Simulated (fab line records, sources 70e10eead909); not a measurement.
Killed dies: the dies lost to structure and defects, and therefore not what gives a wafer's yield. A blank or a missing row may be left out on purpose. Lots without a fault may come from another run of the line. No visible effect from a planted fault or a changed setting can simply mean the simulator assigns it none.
fab line records + flow nand-harc
[record]
- lots = 6
- wafers = 18
- last-day = 32
route steps=1302 shown A_ZERO_WELL@406 A_SOURCE_PLATE@413 END@1302
lots untouched by any fault: they come from a run of this same line in which no faults occurred
start-h: hours from the record's opening day to when the first of the lot's shown wafers began + wait-h: time in hours since the lot's previous step + " as in the row above + L1.1+2: one row covering several wafers at once + - no value, or no start given + * or withheld: withheld + < > ~ a bound
route shown NAME@n: names a module that has steps shown in the file, with the first one's number in the route + usual: mean/standard deviation of fault-free wafers + same: alike in all rows + chamber/n: place in a boat + sites: readings site by site + _std_site: the standard deviation of these + _edge_site: mean of outer sites minus mean of inner sites + radius-mm: how far each site lies from the wafer's centre + mask NAME#n: copy n + behind: the tool/chamber that last shaped the wafer + hold: why the lot went on hold/how many hours it stayed there/how the hold came to an end + device: transistor that didn't switch, given as n, p or np + end of line: the tests these same wafers got at the end of their route + a step with no rows: only its recipe + killed: dies lost to structure and defects at the first sort, not the wafer's yield + map: a wafer's dies, x killed, . not, _ none there
set.NAME: setting as actually run; set.NAME@STEP: the setting as run at that earlier step + model.NAME: the simulator's own value behind a step, which no gauge read
lots at selected steps of the route; one table per step, one row per wafer
services: a tool's chamber out of use, with start hour (start-h, from the record's first day; less than 0 if before it), hours out, and reason
[[steps]]
[step NHARC_A_ZERO_WELL_STRIP_14]
[recipe]
- time-s = 900
- temp-c = 130
- chemistry = SPM
[step NHARC_A_ZERO_WELL_IMPLANT_15]
[recipe]
- energy-kev = 150
- dose-cm2 = 1e+13
- tilt-deg = 7
[step NHARC_A_ZERO_WELL_PRECLEAN_22]
[recipe]
- time-s = 60
- temp-c = 50
- bath-age-min = 0
- chemistry = SC1
[step NHARC_A_ZERO_WELL_SRD_23]
[step NHARC_A_ZERO_WELL_RTA_16]
[recipe]
- temp-c = 1000
- time-s = 10
[usual]
- lamp-power-pct = 31.9/2.4
- lamp_zone_1_pct = 31.9/2.4
- wafer_temp_C_max = 1006.2/1.5
[same]
- time-s = 10
| lot.wafer | tool          | chamber | start-h | wait-h | lamp-power-pct | lamp_zone_1_pct | wafer_temp_C_max |
|-----------|---------------|---------|---------|--------|----------------|-----------------|------------------|
| L832.1    | rtp-anneal-01 | 0       | 149.40  | -      | 34.7           | 34.7            | 1009.0           |
| L832.2    | "             | 0       | "       | "      | 34.8           | 34.7            | 1006.1           |
| L832.6    | "             | 0       | "       | "      | 34.8           | 34.7            | 1007.2           |
| L841.1    | rtp-anneal-02 | 0       | 234.14  | -      | 29.9           | 29.9            | 1004.7           |
| L841.4    | "             | 0       | "       | "      | 29.9           | 29.9            | 1005.6           |
| L841.6    | "             | 0       | "       | "      | 29.9           | 29.9            | 1004.9           |
| L842.2    | rtp-anneal-02 | 0       | 246.73  | -      | 29.8           | 29.9            | 1004.3           |
| L842.5    | "             | 0       | "       | "      | 29.8           | 29.8            | 1006.1           |
| L842.6    | "             | 0       | "       | "      | 29.9           | 29.8            | 1004.4           |
| L846.1    | rtp-anneal-02 | 0       | 287.57  | -      | 29.9           | 29.9            | 1004.6           |
| L846.4    | "             | 0       | "       | "      | 29.9           | 29.8            | 1007.1           |
| L846.5    | "             | 0       | "       | "      | 29.9           | 29.9            | 1004.5           |
| L848.2    | rtp-anneal-01 | 0       | 311.02  | -      | 34.7           | 34.7            | 1008.0           |
| L848.4    | "             | 0       | "       | "      | 34.7           | 34.8            | 1007.0           |
| L848.5    | "             | 0       | "       | "      | 34.7           | 34.7            | 1007.6           |
| L849.4    | rtp-anneal-02 | 0       | 319.98  | -      | 29.9           | 29.8            | 1007.3           |
| L849.5    | "             | 0       | "       | "      | 29.9           | 29.9            | 1005.2           |
| L849.6    | "             | 0       | "       | "      | 29.9           | 29.8            | 1005.3           |
[step NHARC_A_ZERO_WELL_INSPECT_17]
[usual]
- raw-defect-count = 11/5.9
| lot.wafer | tool              | chamber | start-h | wait-h | raw-defect-count |
|-----------|-------------------|---------|---------|--------|------------------|
| L832.1    | defect-inspect-02 | -       | 149.60  | 0.2    | 16               |
| L832.2    | "                 | -       | "       | "      | 13               |
| L832.6    | "                 | -       | "       | "      | 21               |
| L841.1    | defect-inspect-02 | -       | 234.34  | 0.2    | 11               |
| L841.4    | "                 | -       | "       | "      | 20               |
| L841.6    | "                 | -       | "       | "      | 7                |
| L842.2    | defect-inspect-02 | -       | 246.90  | 0.1    | 6                |
| L842.5    | "                 | -       | "       | "      | 11               |
| L842.6    | "                 | -       | "       | "      | 8                |
| L846.1    | defect-inspect-02 | -       | 287.77  | 0.2    | 16               |
| L846.4    | "                 | -       | "       | "      | 13               |
| L846.5    | "                 | -       | "       | "      | 7                |
| L848.2    | defect-inspect-02 | -       | 311.19  | 0.1    | 10               |
| L848.4    | "                 | -       | "       | "      | 13               |
| L848.5    | "                 | -       | "       | "      | 9                |
| L849.4    | defect-inspect-02 | -       | 320.10  | 0.1    | 10               |
| L849.5    | "                 | -       | "       | "      | 18               |
| L849.6    | "                 | -       | "       | "      | 11               |
[step NHARC_A_SOURCE_PLATE_PRECLEAN_00]
[recipe]
- time-s = 60
- chemistry = HF-LAST
[step NHARC_A_SOURCE_PLATE_SRD_01]
[step NHARC_A_SOURCE_PLATE_OXIDE_02]
[recipe]
- target-thk-a = 100
- temp-c = 900
- ox-time-s = 1362
- material = SiO2
[step NHARC_A_SOURCE_PLATE_THK_MEAS_09]
[recipe]
- thk-meas-gauge = ellipsometry
[usual]
- thk-nm = 9.8/1
| lot.wafer | tool          | chamber | start-h | wait-h | thk-nm |
|-----------|---------------|---------|---------|--------|--------|
| L832.1    | film-metro-01 | -       | 157.24  | 0.4    | 10.4   |
| L832.2    | "             | -       | "       | "      | 11.3   |
| L832.6    | "             | -       | "       | "      | 10.1   |
| L841.1    | film-metro-02 | -       | 241.56  | 0.4    | 9.6    |
| L841.4    | "             | -       | "       | "      | 11.0   |
| L841.6    | "             | -       | "       | "      | 11.6   |
| L842.2    | film-metro-02 | -       | 254.21  | 0.4    | 9.3    |
| L842.5    | "             | -       | "       | "      | 11.7   |
| L842.6    | "             | -       | "       | "      | 9.1    |
| L846.1    | film-metro-01 | -       | 293.33  | 0.4    | 9.0    |
| L846.4    | "             | -       | "       | "      | 9.2    |
| L846.5    | "             | -       | "       | "      | 9.3    |
| L848.2    | film-metro-02 | -       | 318.47  | 0.4    | 8.0    |
| L848.4    | "             | -       | "       | "      | 10.6   |
| L848.5    | "             | -       | "       | "      | 10.0   |
| L849.4    | film-metro-01 | -       | 329.86  | 0.4    | 10.3   |
| L849.5    | "             | -       | "       | "      | 7.8    |
| L849.6    | "             | -       | "       | "      | 10.3   |
[step NHARC_A_SOURCE_PLATE_PVD_04]
[recipe]
- target-thk-a = 500
- material = WSi2
[step NHARC_A_SOURCE_PLATE_CVD_03]
[recipe]
- target-thk-a = 2000
- temp-c = 620
- pressure-mtorr = 200
- time-s = 4000
- material = poly-Si
[usual]
- spike-tc-bottom-C = 639.2/0.98
- spike-tc-centre-C = 620.2/1.4
- spike-tc-lower-C = 619.5/0.96
- spike-tc-top-C = 636.8/2.5
- spike-tc-upper-C = 618.6/1.2
- tube-center-temp-C = 620/0.061
[same]
- time-s = 4000
| lot.wafer | tool          | chamber | start-h | wait-h | spike-tc-bottom-C | spike-tc-centre-C | spike-tc-lower-C | spike-tc-top-C | spike-tc-upper-C | tube-center-temp-C |
|-----------|---------------|---------|---------|--------|-------------------|-------------------|------------------|----------------|------------------|--------------------|
| L832.1    | lpcvd-poly-02 | 0       | 159.72  | -      | 637.3             | 620.9             | 619.8            | 637.5          | 617.3            | 620.04             |
| L832.2    | "             | 0       | "       | "      | 638.6             | 620.1             | 622.3            | 634.5          | 617.5            | 619.93             |
| L832.6    | "             | 0       | "       | "      | 639.6             | 620.5             | 621.1            | 635.9          | 618.0            | 620                |
| L841.1    | lpcvd-poly-02 | 0       | 244.04  | -      | 628.7             | 608.3             | 606.2            | 623.5          | 603.7            | 606.95             |
| L841.4    | "             | 0       | "       | "      | 626.6             | 609.0             | 606.1            | 623.4          | 605.6            | 606.92             |
| L841.6    | "             | 0       | "       | "      | 625.2             | 609.3             | 606.9            | 623.2          | 604.8            | 606.89             |
| L842.2    | lpcvd-poly-02 | 0       | 256.70  | -      | 626.4             | 606.8             | 607.8            | 623.6          | 604.0            | 606.94             |
| L842.5    | "             | 0       | "       | "      | 626.0             | 607.8             | 607.2            | 623.9          | 606.0            | 607                |
| L842.6    | "             | 0       | "       | "      | 627.8             | 608.0             | 606.6            | 623.3          | 605.7            | 606.97             |
| L846.1    | lpcvd-poly-01 | 0       | 295.90  | -      | 638.7             | 619.6             | 620.3            | 641.2          | 619.9            | 619.97             |
| L846.4    | "             | 0       | "       | "      | 640.4             | 622.4             | 619.3            | 640.3          | 619.0            | 620.05             |
| L846.5    | "             | 0       | "       | "      | 638.2             | 621.2             | 617.7            | 639.0          | 619.0            | 620.03             |
| L848.2    | lpcvd-poly-04 | 0       | 321.04  | -      | 639.1             | 618.1             | 619.1            | 635.3          | 619.2            | 619.95             |
| L848.4    | "             | 0       | "       | "      | 638.7             | 620.8             | 620.1            | 634.5          | 618.4            | 620.1              |
| L848.5    | "             | 0       | "       | "      | 638.8             | 617.2             | 618.5            | 634.5          | 619.1            | 620.2              |
| L849.4    | lpcvd-poly-04 | 0       | 332.43  | -      | 638.1             | 620.4             | 618.9            | 633.6          | 619.0            | 620                |
| L849.5    | "             | 0       | "       | "      | 639.2             | 619.1             | 619.1            | 635.5          | 619.0            | 620.06             |
| L849.6    | "             | 0       | "       | "      | 637.5             | 617.3             | 619.9            | 634.1          | 617.3            | 619.96             |
[step NHARC_A_SOURCE_PLATE_ANNEAL_05]
[recipe]
- temp-c = 850
- time-s = 1800
[step NHARC_A_SOURCE_PLATE_THK_MEAS_06]
[recipe]
- thk-meas-gauge = ellipsometry
[usual]
- thk-nm = 198.8/2.3
| lot.wafer | tool          | chamber | start-h | wait-h | hold                     | thk-nm |
|-----------|---------------|---------|---------|--------|--------------------------|--------|
| L832.1    | film-metro-02 | -       | 170.84  | 0.4    | -                        | 197.2  |
| L832.2    | "             | -       | "       | "      | -                        | 197.1  |
| L832.6    | "             | -       | "       | "      | -                        | 196.6  |
| L841.1    | film-metro-01 | -       | 254.80  | 0.4    | await-dispo/0.2h/release | 146.1  |
| L841.4    | "             | -       | "       | "      | await-dispo/0.2h/release | 144.4  |
| L841.6    | "             | -       | "       | "      | await-dispo/0.2h/release | 144.4  |
| L841.1    | film-metro-01 | -       | 254.97  | 0.2    | -                        | 146.0  |
| L841.4    | "             | -       | "       | "      | -                        | 146.7  |
| L841.6    | "             | -       | "       | "      | -                        | 146.8  |
| L842.2    | film-metro-02 | -       | 266.73  | 0.4    | await-dispo/0.2h/release | 144.6  |
| L842.5    | "             | -       | "       | "      | await-dispo/0.2h/release | 146.1  |
| L842.6    | "             | -       | "       | "      | await-dispo/0.2h/release | 144.8  |
| L842.2    | film-metro-02 | -       | 266.90  | 0.2    | -                        | 141.4  |
| L842.5    | "             | -       | "       | "      | -                        | 144.1  |
| L842.6    | "             | -       | "       | "      | -                        | 143.0  |
| L846.1    | film-metro-02 | -       | 305.91  | 0.4    | -                        | 200.1  |
| L846.4    | "             | -       | "       | "      | -                        | 202.1  |
| L846.5    | "             | -       | "       | "      | -                        | 200.9  |
| L848.2    | film-metro-02 | -       | 333.39  | 0.4    | -                        | 197.3  |
| L848.4    | "             | -       | "       | "      | -                        | 198.2  |
| L848.5    | "             | -       | "       | "      | -                        | 199.5  |
| L849.4    | film-metro-01 | -       | 342.93  | 0.4    | -                        | 197.3  |
| L849.5    | "             | -       | "       | "      | -                        | 199.8  |
| L849.6    | "             | -       | "       | "      | -                        | 197.7  |
[step NHARC_END_SORT_01]
[recipe]
- temp-c = 25
[usual]
- killed-at-array = 54/20
- killed-at-other = 0.9/1.1
- killed-at-periphery = 3.8/2.4
- killed-dies = 58/20
- killed-open = 3.5/1.9
- killed-short = 2.5/1.6
[same]
- gross-dies = 677
| lot.wafer | tool      | chamber | start-h | wait-h | killed-at-array | killed-at-other | killed-at-periphery | killed-dies | killed-open | killed-short |
|-----------|-----------|---------|---------|--------|-----------------|-----------------|---------------------|-------------|-------------|--------------|
| L832.1    | prober-02 | 0       | 576.26  | 2.5    | 62              | 1               | 3                   | 66          | 2           | 2            |
| L832.2    | prober-02 | 0       | 577.07  | 2.8    | 77              | 1               | 8                   | 86          | 6           | 1            |
| L832.6    | prober-02 | 0       | 580.29  | 4.0    | 52              | 1               | 3                   | 56          | 2           | 1            |
| L841.1    | prober-01 | 0       | 670.20  | 2.5    | 39              | 1               | 2                   | 42          | 3           | 1            |
| L841.4    | prober-01 | 0       | 672.60  | 3.4    | 59              | 0               | 3                   | 62          | 3           | 1            |
| L841.6    | prober-01 | 0       | 674.19  | 4.0    | 58              | 1               | 6                   | 65          | 6           | 3            |
| L848.2    | prober-01 | 0       | 750.40  | 2.8    | 20              | 2               | 2                   | 24          | 3           | 1            |
| L848.4    | prober-01 | 0       | 752.00  | 3.4    | 46              | 2               | 2                   | 50          | 2           | 0            |
| L848.5    | prober-01 | 0       | 752.79  | 3.7    | 58              | 0               | 3                   | 61          | 1           | 1            |
// killed by level:class
L832.1 A_CHANNEL_HOLE_D2:chamber-film-flake=31 A_SLIT:chamber-film-flake=12 A_CONTACT:chamber-film-flake=7 A_CHANNEL_HOLE_D1:chamber-film-flake=3 A_M1:chamber-film-flake=3 P_M0:geometric-particle:open=1 A_ONON_D1:geometric-particle:open=1 A_CHANNEL_FILL_D1:geometric-particle:short=1
L832.2 A_CHANNEL_HOLE_D2:chamber-film-flake=28 A_SLIT:chamber-film-flake=22 A_SGD_CUT:chamber-film-flake=6 P_GATE:chamber-film-flake=4 A_M1:chamber-film-flake=3 A_STAIRCASE:chamber-film-flake=3 A_CHANNEL_HOLE_D1:chamber-film-flake=3 A_CONTACT:chamber-film-flake=3
L832.6 A_CHANNEL_HOLE_D2:chamber-film-flake=27 A_SLIT:chamber-film-flake=8 A_CONTACT:chamber-film-flake=7 A_M1:chamber-film-flake=3 P_GATE:chamber-film-flake=2 P_CONTACT:geometric-particle:short=1 A_ONON_D1:geometric-particle:open=1 A_ONON_D2:geometric-particle:open=1
L841.1 A_CHANNEL_HOLE_D2:chamber-film-flake=17 A_SLIT:chamber-film-flake=11 A_ZERO_WELL:chamber-film-flake=3 P_STI:chamber-film-flake=2 A_STAIRCASE:chamber-film-flake=2 A_CONTACT:chamber-film-flake=2 A_STAIRCASE:geometric-particle:open=1 A_BLC:geometric-particle:open=1
L841.4 A_SLIT:chamber-film-flake=34 A_CHANNEL_HOLE_D2:chamber-film-flake=8 A_CONTACT:chamber-film-flake=8 P_STI:chamber-film-flake=2 A_CHANNEL_HOLE_D1:chamber-film-flake=2 P_CONTACT:geometric-particle:open=1 A_ONON_D1:geometric-particle:short=1 A_CONTACT:geometric-particle:open=1
L841.6 A_SLIT:chamber-film-flake=31 A_CHANNEL_HOLE_D2:chamber-film-flake=7 A_CONTACT:chamber-film-flake=7 A_BLC:chamber-film-flake=3 P_M0:geometric-particle:open=2 A_BLC:geometric-particle:open=2 P_STI:chamber-film-flake=2 A_STAIRCASE:chamber-film-flake=2
L848.2 A_SLIT:chamber-film-flake=13 A_STAIRCASE:chamber-film-flake=4 A_M0:geometric-particle:open=2 P_M0:geometric-particle:open=1 P_M0:geometric-particle:short=1 A_CHANNEL_FILL_D1:chamber-film-flake=1 THIN_TSV:chamber-film-flake=1 HYBRID_BOND:latent=1
L848.4 A_SLIT:chamber-film-flake=34 A_CHANNEL_HOLE_D1:chamber-film-flake=7 A_STAIRCASE:chamber-film-flake=2 THIN_TSV:chamber-film-flake=2 P_STI:geometric-particle:open=1 P_CONTACT:geometric-particle:open=1 A_DECK1_JOINT:chamber-film-flake=1 A_CHANNEL_FILL_D1:chamber-film-flake=1
L848.5 A_SLIT:chamber-film-flake=37 A_CHANNEL_HOLE_D1:chamber-film-flake=10 A_STAIRCASE:chamber-film-flake=6 P_GATE:geometric-particle:open=1 A_CHANNEL_FILL_D2:geometric-particle:short=1 P_STI:chamber-film-flake=1 P_GATE:chamber-film-flake=1 A_ZERO_WELL:chamber-film-flake=1
[[services]]
| tool          | chamber | start-h | hours | kind   |
|---------------|---------|---------|-------|--------|
| lpcvd-poly-04 | -       | 134.18  | 2.5   | repair |
| lpcvd-poly-02 | -       | 206.00  | 26.0  | pm     |
[[key]]
[first-sign]
- step = NHARC_A_SOURCE_PLATE_CVD_03
- reading = tube-center-temp-C
- direction = down
- sigmas = 99+
- usual = *
- struck = *
[effect]
- step = NHARC_A_SOURCE_PLATE_CVD_03
- reading = spike-tc-lower-C
- direction = down
- sigmas = 13
- usual = 619.5
- struck = 606.8
[effect]
- step = NHARC_A_SOURCE_PLATE_THK_MEAS_06
- reading = visit
- direction = added
[effect]
- step = NHARC_A_SOURCE_PLATE_THK_MEAS_06
- reading = thk-nm
- direction = down
- sigmas = 24
- usual = 198.8
- struck = 145.1
met-at NHARC_A_SOURCE_PLATE_CVD_03
struck-wafers L841.1,L841.4,L841.6,L842.2,L842.5,L842.6
tester-left-out L841,L842
onset-between 159.72 244.04
[fault]
- kind = process-parameter-drift
- tool = lpcvd-poly-02
- chamber = -
- onset-h = 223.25
- steps = NHARC_A_SOURCE_PLATE_CVD_03
- channel = temp-c
- offset = *
- shape = step
- end-h = 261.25
- acts-in = *
- stated = *
// tester-left-out: of these lots the tester's yield and bins aren't shown, on N5 and GAA mostly nor the transistor test; their killed dies are dies lost to structure and defects alone, not to doping, threshold or leakage, so they don't give the yield
